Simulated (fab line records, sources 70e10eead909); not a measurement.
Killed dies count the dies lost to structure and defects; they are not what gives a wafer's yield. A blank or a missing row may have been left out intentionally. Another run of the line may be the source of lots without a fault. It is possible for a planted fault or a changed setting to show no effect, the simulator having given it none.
Matching of chambers -- flow nand harc -- NHARC_P_M1_PRE_CLEAN_32 on pecvd-04: 3 sister chambers
The step time 12 s. 3 wafers are shown with their chamber, then 7 later ones without.

== EACH WAFER AND ITS CHAMBER ==
wafer,chamber,heater power w (W)
L084.3,2,556
L093.2,1,552
L093.3,0,543

== WAFERS MISSING THEIR CHAMBER ==
wafer,heater power w (W)
L093.6,536
L094.4,642
L094.5,512
L094.6,445
L095.2,660
L095.3,490
L095.6,558

== EACH ONE'S CHAMBER ==
wafer,from the rows above,in truth
L093.6,can't be placed: 0 or 1 or 2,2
L094.4,can't be placed: 2 or 1 or 0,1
L094.5,can't be placed: 0 or 1 or 2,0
L094.6,can't be placed: 0 or 1 or 2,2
L095.2,can't be placed: 2 or 1 or 0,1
L095.3,can't be placed: 0 or 1 or 2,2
L095.6,can't be placed: 2 or 1 or 0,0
Placed correctly: 0 of 7. Cannot be placed on the basis of these rows: 7; the candidates contain the true chamber in 7. 0 placed wrongly.
How it was worked out, from the rows above alone: a wafer's distance from a chamber is the root of the sum, over the readings, of the square of ((its reading less the chamber's mean) divided by the reading's scatter). The wafer belongs to the nearest chamber; if the next one is less than 2 further off, it can't be placed. A chamber's mean is the mean of its shown wafers. The scatter: with one shown wafer a chamber, the root of the mean of the squares of how far each hidden wafer lies from its nearest shown one.
